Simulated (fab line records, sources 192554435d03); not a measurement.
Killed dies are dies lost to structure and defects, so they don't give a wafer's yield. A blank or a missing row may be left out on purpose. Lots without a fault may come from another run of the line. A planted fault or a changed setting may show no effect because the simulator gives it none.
One fault seen from 2 desks | flow n5_finfet | each desk has only its own numbers; what lay behind them comes last

THE METROLOGY DESK
What the gauges read, lot by lot, whatever tool the lot ran on: means of the sampled wafers that have a number. A lot is out of limits, marked OUT, if its mean lies more than 4 standard deviations from the usual mean; the brackets give that distance.
Columns: A = cd_nm at N5_BEOL_M6_CD_MEAS_18, usual 40.1 nm; B = trench_depth_nm at N5_BEOL_M6_OCD_MEAS_38, usual 94.6 nm
lot  | first seen here | A    | B
L777 | day 8 13:41     | 39.6 | 91.7
L780 | day 9 11:40     | 40.0 | 97.9
L779 | day 9 23:43     | 39.8 | 94.7
L781 | day 10 06:38    | 40.3 | 94.7
L782 | day 10 17:05    | 40.8 | 96.0
L785 | day 11 06:13    | 40.4 | 95.9
L793 | day 12 18:56    | 40.1 | 93.3
L794 | day 13 11:06    | 41.0 | 95.4
L798 | day 14 18:40    | 40.7 | 95.9
L800 | day 14 21:58    | 40.3 | 93.8
This desk's finding: nothing out of limits on any of the 10 lots.

THE TOOL OWNER'S DESK: rie_diel-04
The tool's own readings at N5_BEOL_M6_ETCH_65 (etches SiARC in CF4, target depth 15.6 nm, time 26 s): means of the sampled wafers that have a number, for each lot that ran on this tool. A lot is out of limits, marked OUT, if its mean lies more than 4 standard deviations from the usual mean; the brackets give that distance.
Columns: A = drypump_motor_current_A at N5_BEOL_M6_ETCH_65, usual 5.6 A; B = etch_rf_on_time_s at N5_BEOL_M6_ETCH_65, usual 25.8 s; C = oes_product_au at N5_BEOL_M6_ETCH_65, usual 0.69 a.u.; D = rf_fwd_power_W at N5_BEOL_M6_ETCH_65, usual 532.8 W; E = rf_vpp_V at N5_BEOL_M6_ETCH_65, usual 183.8 V; F = showerhead_plenum_p_Torr at N5_BEOL_M6_ETCH_65, usual 2.12 Torr; G = throttle_valve_pct at N5_BEOL_M6_ETCH_65, usual 15.51 %
lot  | first seen here | A   | B    | C    | D     | E     | F    | G
L777 | day 8 14:29     | 5.7 | 26.4 | 0.66 | 533.4 | 184.3 | 2.09 | 15.50
L779 | day 10 00:28    | 5.9 | 25.9 | 0.69 | 534.4 | 184.4 | 2.13 | 15.46
L781 | day 10 07:30    | 5.9 | 25.8 | 0.69 | 534.4 | 182.5 | 2.13 | 15.45
L782 | day 10 18:16    | 5.6 | 26.1 | 0.69 | 533.9 | 183.8 | 2.13 | 15.52
L785 | day 11 08:06    | 5.6 | 25.8 | 0.70 | 534.9 | 183.9 | 2.11 | 15.52
L793 | day 12 21:25    | 5.7 | 23.5 | 0.69 | 531.3 | 183.3 | 2.08 | 15.57
L800 | day 15 02:12    | 5.9 | 26.1 | 0.64 | 532.1 | 183.9 | 2.12 | 15.53
This desk's finding: nothing out of limits on any of the 7 lots.

PUT TOGETHER
The metrology desk saw nothing out of limits.
The tool owner's desk saw nothing out of limits.

WHAT THE SIMULATOR HAD PUT IN
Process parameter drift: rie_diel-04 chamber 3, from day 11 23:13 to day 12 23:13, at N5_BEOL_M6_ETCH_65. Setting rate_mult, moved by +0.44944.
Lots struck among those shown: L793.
